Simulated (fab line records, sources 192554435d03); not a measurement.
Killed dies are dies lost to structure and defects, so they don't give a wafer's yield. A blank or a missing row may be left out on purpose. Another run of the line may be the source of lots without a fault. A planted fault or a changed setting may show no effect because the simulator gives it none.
Lot-split experiment :: flow n5_finfet :: 39 wafers read across 7 lots, on a route 1938 steps long

## SPLIT DETAILS
At N5_FIN_SAQP_HM_DEP_03 (deposits SiNx from SiH4/NH3/N2, target thk 38 nm, time 33.6 s), the setting time_s was moved away from the recipe's 33.6 s on 18 of the 39 wafers read, by -37.4% to +59.4%. The other wafers ran this setting at the recipe's value.

## FROM THE SPLIT TO THE READING: what the file shows between them, 8 steps
- N5_FIN_SAQP_THK_MEAS_05
- N5_FIN_SAQP_PECVD_47: deposits a-Si from SiH4/He, target thk 45 nm, time 36.3 s
- N5_FIN_SAQP_PECVD_48: deposits SiNx from SiH4/NH3/N2, target thk 25 nm, time 22.1 s
- N5_FIN_SAQP_MANDREL2_REMOVE_60: chemistry HBr/Cl2/O2, target a-Si, stops on SiNx, bt time 10 s
- N5_FIN_SAQP_HM_OPEN_33: chemistry CH3F/O2, target SiNx, target depth 49.4 nm, time 70.6 s
- N5_FIN_SAQP_ETCH_34: etches SiO2 in C4F6/O2, target depth 45 nm, time 15 s
- N5_FIN_SAQP_STRIP_77: strips in N2/H2, time 90 s
- N5_FIN_SAQP_ETCH_64: etches SiO2 in CF4, target depth 1.5 nm

## THE READING
SiNx_of_FIN_SAQP_HM_DEP_03.thk_nm (the simulator's own value, which no gauge read), in nm, at N5_FIN_SAQP_FIN_ETCH_36 (etches the open film in HBr/Cl2/O2, target depth 120 nm, time 50.4 s). There is no usual value for it anywhere in the file. The 21 wafers here that ran the recipe average 21.0 nm, standard deviation 0.42 nm.

wafer: L075.1
tool, chamber at the split: pecvd-01, 2
time_s as run, s: 33.6
against the recipe: recipe
SiNx_of_FIN_SAQP_HM_DEP_03.thk_nm, nm: 20.4
against lot-mates on the recipe: -

wafer: L075.4
tool, chamber at the split: pecvd-01, 1
time_s as run, s: 33.6
against the recipe: recipe
SiNx_of_FIN_SAQP_HM_DEP_03.thk_nm, nm: 21
against lot-mates on the recipe: -

wafer: L075.5
tool, chamber at the split: pecvd-01, 2
time_s as run, s: 33.6
against the recipe: recipe
SiNx_of_FIN_SAQP_HM_DEP_03.thk_nm, nm: 21
against lot-mates on the recipe: -

wafer: L078.1
tool, chamber at the split: pecvd-01, 2
time_s as run, s: 33.6
against the recipe: recipe
SiNx_of_FIN_SAQP_HM_DEP_03.thk_nm, nm: 20.8
against lot-mates on the recipe: -

wafer: L078.2
tool, chamber at the split: pecvd-01, 1
time_s as run, s: 33.6
against the recipe: recipe
SiNx_of_FIN_SAQP_HM_DEP_03.thk_nm, nm: 20.4
against lot-mates on the recipe: -

wafer: L078.3
tool, chamber at the split: pecvd-01, 2,1
time_s as run, s: 53.56
against the recipe: +59.4%
SiNx_of_FIN_SAQP_HM_DEP_03.thk_nm, nm: 44.4
against lot-mates on the recipe: +23.6

wafer: L078.4
tool, chamber at the split: pecvd-01, 2,1
time_s as run, s: 53.56
against the recipe: +59.4%
SiNx_of_FIN_SAQP_HM_DEP_03.thk_nm, nm: 44.2
against lot-mates on the recipe: +23.4

wafer: L078.5
tool, chamber at the split: pecvd-01, 2
time_s as run, s: 33.6
against the recipe: recipe
SiNx_of_FIN_SAQP_HM_DEP_03.thk_nm, nm: 21.2
against lot-mates on the recipe: -

wafer: L078.6
tool, chamber at the split: pecvd-01, 1
time_s as run, s: 53.56
against the recipe: +59.4%
SiNx_of_FIN_SAQP_HM_DEP_03.thk_nm, nm: 43.8
against lot-mates on the recipe: +23.0

wafer: L082.1
tool, chamber at the split: pecvd-03, 2
time_s as run, s: 33.6
against the recipe: recipe
SiNx_of_FIN_SAQP_HM_DEP_03.thk_nm, nm: 21.2
against lot-mates on the recipe: -

wafer: L082.2
tool, chamber at the split: pecvd-03, 0
time_s as run, s: 33.6
against the recipe: recipe
SiNx_of_FIN_SAQP_HM_DEP_03.thk_nm, nm: 20.4
against lot-mates on the recipe: -

wafer: L082.3
tool, chamber at the split: pecvd-03, 1
time_s as run, s: 33.6
against the recipe: recipe
SiNx_of_FIN_SAQP_HM_DEP_03.thk_nm, nm: 20.8
against lot-mates on the recipe: -

wafer: L082.4
tool, chamber at the split: pecvd-03, 1
time_s as run, s: 24.23
against the recipe: -27.9%
SiNx_of_FIN_SAQP_HM_DEP_03.thk_nm, nm: 11
against lot-mates on the recipe: -9.8

wafer: L082.5
tool, chamber at the split: pecvd-03, 0
time_s as run, s: 24.23
against the recipe: -27.9%
SiNx_of_FIN_SAQP_HM_DEP_03.thk_nm, nm: 10.8
against lot-mates on the recipe: -10.0

wafer: L082.6
tool, chamber at the split: pecvd-03, 2
time_s as run, s: 24.23
against the recipe: -27.9%
SiNx_of_FIN_SAQP_HM_DEP_03.thk_nm, nm: 10.6
against lot-mates on the recipe: -10.2

wafer: L087.1
tool, chamber at the split: pecvd-02, 1
time_s as run, s: 21.04
against the recipe: -37.4%
SiNx_of_FIN_SAQP_HM_DEP_03.thk_nm, nm: 5.6
against lot-mates on the recipe: -15.1

wafer: L087.2
tool, chamber at the split: pecvd-02, 0
time_s as run, s: 33.6
against the recipe: recipe
SiNx_of_FIN_SAQP_HM_DEP_03.thk_nm, nm: 20.4
against lot-mates on the recipe: -

wafer: L087.3
tool, chamber at the split: pecvd-02, 2
time_s as run, s: 33.6
against the recipe: recipe
SiNx_of_FIN_SAQP_HM_DEP_03.thk_nm, nm: 20.6
against lot-mates on the recipe: -

wafer: L087.4
tool, chamber at the split: pecvd-02, 0
time_s as run, s: 21.04
against the recipe: -37.4%
SiNx_of_FIN_SAQP_HM_DEP_03.thk_nm, nm: 7.2
against lot-mates on the recipe: -13.5

wafer: L087.5
tool, chamber at the split: pecvd-02, 2
time_s as run, s: 33.6
against the recipe: recipe
SiNx_of_FIN_SAQP_HM_DEP_03.thk_nm, nm: 21.2
against lot-mates on the recipe: -

wafer: L087.6
tool, chamber at the split: pecvd-02, 1
time_s as run, s: 21.04
against the recipe: -37.4%
SiNx_of_FIN_SAQP_HM_DEP_03.thk_nm, nm: 6.8
against lot-mates on the recipe: -13.9

wafer: L088.1
tool, chamber at the split: pecvd-02, 0
time_s as run, s: 33.6
against the recipe: recipe
SiNx_of_FIN_SAQP_HM_DEP_03.thk_nm, nm: 21
against lot-mates on the recipe: -

wafer: L088.2
tool, chamber at the split: pecvd-02, 1
time_s as run, s: 27.44
against the recipe: -18.3%
SiNx_of_FIN_SAQP_HM_DEP_03.thk_nm, nm: 13.4
against lot-mates on the recipe: -7.9

wafer: L088.3
tool, chamber at the split: pecvd-02, 2
time_s as run, s: 27.44
against the recipe: -18.3%
SiNx_of_FIN_SAQP_HM_DEP_03.thk_nm, nm: 14
against lot-mates on the recipe: -7.3

wafer: L088.4
tool, chamber at the split: pecvd-02, 1
time_s as run, s: 27.44
against the recipe: -18.3%
SiNx_of_FIN_SAQP_HM_DEP_03.thk_nm, nm: 14.4
against lot-mates on the recipe: -6.9

wafer: L088.5
tool, chamber at the split: pecvd-02, 0
time_s as run, s: 33.6
against the recipe: recipe
SiNx_of_FIN_SAQP_HM_DEP_03.thk_nm, nm: 21.6
against lot-mates on the recipe: -

wafer: L088.6
tool, chamber at the split: pecvd-02, 2
time_s as run, s: 33.6
against the recipe: recipe
SiNx_of_FIN_SAQP_HM_DEP_03.thk_nm, nm: 21.4
against lot-mates on the recipe: -

wafer: L095.1
tool, chamber at the split: pecvd-01, 2
time_s as run, s: 40.16
against the recipe: +19.5%
SiNx_of_FIN_SAQP_HM_DEP_03.thk_nm, nm: 28.4
against lot-mates on the recipe: +6.8

wafer: L095.2
tool, chamber at the split: pecvd-01, 1
time_s as run, s: 40.16
against the recipe: +19.5%
SiNx_of_FIN_SAQP_HM_DEP_03.thk_nm, nm: 28.6
against lot-mates on the recipe: +7.0

wafer: L095.3
tool, chamber at the split: pecvd-01, 0
time_s as run, s: 33.6
against the recipe: recipe
SiNx_of_FIN_SAQP_HM_DEP_03.thk_nm, nm: 21.4
against lot-mates on the recipe: -

wafer: L095.4
tool, chamber at the split: pecvd-01, 2
time_s as run, s: 33.6
against the recipe: recipe
SiNx_of_FIN_SAQP_HM_DEP_03.thk_nm, nm: 21.6
against lot-mates on the recipe: -

wafer: L095.5
tool, chamber at the split: pecvd-01, 1
time_s as run, s: 40.16
against the recipe: +19.5%
SiNx_of_FIN_SAQP_HM_DEP_03.thk_nm, nm: 29.4
against lot-mates on the recipe: +7.8

wafer: L095.6
tool, chamber at the split: pecvd-01, 0
time_s as run, s: 33.6
against the recipe: recipe
SiNx_of_FIN_SAQP_HM_DEP_03.thk_nm, nm: 21.8
against lot-mates on the recipe: -

wafer: L097.1
tool, chamber at the split: pecvd-03, 0
time_s as run, s: 33.6
against the recipe: recipe
SiNx_of_FIN_SAQP_HM_DEP_03.thk_nm, nm: 20.8
against lot-mates on the recipe: -

wafer: L097.2
tool, chamber at the split: pecvd-03, 1
time_s as run, s: 33.6
against the recipe: recipe
SiNx_of_FIN_SAQP_HM_DEP_03.thk_nm, nm: 21.2
against lot-mates on the recipe: -

wafer: L097.3
tool, chamber at the split: pecvd-03, 2
time_s as run, s: 49.42
against the recipe: +47.1%
SiNx_of_FIN_SAQP_HM_DEP_03.thk_nm, nm: 38.4
against lot-mates on the recipe: +17.3

wafer: L097.4
tool, chamber at the split: pecvd-03, 2
time_s as run, s: 49.42
against the recipe: +47.1%
SiNx_of_FIN_SAQP_HM_DEP_03.thk_nm, nm: 39.4
against lot-mates on the recipe: +18.3

wafer: L097.5
tool, chamber at the split: pecvd-03, 0
time_s as run, s: 33.6
against the recipe: recipe
SiNx_of_FIN_SAQP_HM_DEP_03.thk_nm, nm: 21.4
against lot-mates on the recipe: -

wafer: L097.6
tool, chamber at the split: pecvd-03, 1
time_s as run, s: 49.42
against the recipe: +47.1%
SiNx_of_FIN_SAQP_HM_DEP_03.thk_nm, nm: 40
against lot-mates on the recipe: +18.9
Where a row lists several chambers, the file gives one row for several wafers and doesn't say which wafer went through which chamber.

FIT RESULTS
A straight line over all 39 wafers: SiNx_of_FIN_SAQP_HM_DEP_03.thk_nm changes by +0.386 nm for each +1% of time_s; r = +1.00; the points scatter about the line by 0.48 nm.
The same after taking each lot's own level away (the mean of its wafers on the recipe; 39 wafers): +0.385 nm for each +1%; r = +1.00; scatter 0.48 nm.
On that fit, the largest move of time_s shifts the reading by 23 nm.
The span of the lots' own levels, 20.73 to 21.60 nm, comes to 2.1 times the standard deviation stated above.
Consequently the slope shifts little with the lot-to-lot level, the two slopes agreeing.
Check: with one of the wafers moved furthest among these (+59.4%) left out of the fit, the line predicts +22.8 nm for it against its lot-mates. It came out at +23.6 nm against them.

## THE OTHER SPLITS THESE WAFERS WENT THROUGH
These wafers also went through other splits before the reading. Each is held against what the fit with the lots' levels taken away leaves over:
other split on the same wafers: N5_ZERO_LAYER_DEVELOP_10 develop_time_s
wafers away from the commonest value: 9
r with SiNx_of_FIN_SAQP_HM_DEP_03.thk_nm (lot level and that fit taken away): +0.08

## THE WHOLE CHAIN: every reading that the file lists as answering this split, in the file's order
step: N5_FIN_SAQP_HM_DEP_03
what it does: deposits SiNx from SiH4/NH3/N2, target thk 38 nm, time 33.6 s
reading: SiNx_of_FIN_SAQP_HM_DEP_03.thk_nm (the simulator's own value, which no gauge read)
change (the file's fit): +0.382 nm for each +1% of the setting
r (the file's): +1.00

step: N5_FIN_SAQP_THK_MEAS_05
what it does: 
reading: thk_nm
change (the file's fit): withheld for each +1% of the setting
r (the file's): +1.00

step: N5_FIN_SAQP_HM_OPEN_33
what it does: chemistry CH3F/O2, target SiNx, target depth 49.4 nm, time 70.6 s
reading: etch_rf_on_time_s
change (the file's fit): withheld for each +1% of the setting
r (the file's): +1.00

step: N5_FIN_SAQP_HM_OPEN_33
what it does: chemistry CH3F/O2, target SiNx, target depth 49.4 nm, time 70.6 s
reading: etch.depth_nm (the simulator's own value, which no gauge read)
change (the file's fit): +0.382 nm for each +1% of the setting
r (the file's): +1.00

step: N5_FIN_SAQP_FIN_ETCH_36
what it does: etches the open film in HBr/Cl2/O2, target depth 120 nm, time 50.4 s
reading: SiNx_of_FIN_SAQP_HM_DEP_03.thk_nm (the simulator's own value, which no gauge read)
change (the file's fit): +0.385 nm for each +1% of the setting
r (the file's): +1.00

## FILE'S OWN FIT
SiNx_of_FIN_SAQP_HM_DEP_03.thk_nm changes by +0.385 nm for each +1% of time_s, r = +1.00.
